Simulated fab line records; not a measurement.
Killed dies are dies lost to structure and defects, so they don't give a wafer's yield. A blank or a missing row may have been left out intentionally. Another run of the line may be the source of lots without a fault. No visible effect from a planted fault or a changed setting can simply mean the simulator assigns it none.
Matching of chambers	flow nand-harc	rie-diel-04 running NHARC_P_GATE_DESCUM_31: 4 sister chambers
The step chemistry O2, time 3 s. 20 wafers are shown with their chamber, then 10 later ones without.

WAFERS WITH THEIR CHAMBER
wafer	chamber	showerhead-plenum-p-Torr (Torr)	drypump-motor-current-A (A)	oes-product-au (a.u.)
L075.1	1	1.90	6.7	1.004
L075.4	3	1.90	5.4	0.977
L075.6	3	1.90	5.4	0.980
L076.1	1	1.90	6.7	1.009
L076.5	0	2.01	6.5	0.998
L076.6	1	1.90	6.8	1.013
L079.2	3	1.90	5.4	0.978
L079.3	2	1.86	6.8	1.016
L079.6	2	1.86	6.8	1.018
L084.1	0	2.00	6.5	0.994
L084.2	3	1.90	5.4	0.978
L084.6	0	2.00	6.5	0.997
L085.1	0	2.00	6.5	0.983
L085.2	2	1.86	6.7	1.012
L085.3	3	1.90	5.4	0.982
L088.1	2	1.86	6.8	1.010
L088.5	0	2.00	6.5	0.990
L088.6	3	1.90	5.4	0.981
L089.1	2	1.86	6.8	1.013
L089.2	0	2.00	6.5	1.002

SIGNATURES (means of the wafers above)
reading	chamber 0	chamber 1	chamber 2	chamber 3	scatter within a chamber
showerhead-plenum-p-Torr	2.0017	1.9000	1.8600	1.9000	0.00228
drypump-motor-current-A	6.500	6.733	6.780	5.400	0.0303
oes-product-au	0.99400	1.00867	1.01380	0.97933	0.00452
Rule: distance of a wafer from a chamber = root of the sum over the readings of ((wafer's reading minus chamber's mean) / reading's scatter) squared. If the next closest chamber is less than 2 further off than the closest, the wafer can't be placed; otherwise it belongs to the closest. The scatter: take each reading less its chamber's mean, square it, sum over the shown wafers, divide by the number of wafers less the number of chambers, and take the root.

WAFERS WHOSE CHAMBER IS MISSING
wafer	showerhead-plenum-p-Torr (Torr)	drypump-motor-current-A (A)	oes-product-au (a.u.)
L089.4	1.90	5.4	0.972
L091.2	1.90	6.8	1.002
L091.3	2.00	6.5	0.985
L091.5	2.00	6.5	0.986
L093.1	1.90	6.7	1.000
L093.3	1.90	5.4	0.985
L093.4	1.86	6.7	1.028
L095.1	1.90	6.7	0.998
L095.4	2.00	6.5	0.996
L095.5	1.90	5.4	0.995

EACH ONE'S CHAMBER
wafer	from the rows above	in truth
L089.4	3	3
L091.2	1	1
L091.3	0	0
L091.5	0	0
L093.1	1	1
L093.3	3	3
L093.4	2	2
L095.1	1	1
L095.4	0	0
L095.5	3	3
Placed correctly: 10 of 10. Not placeable from these rows: 0. Wrongly placed: 0.
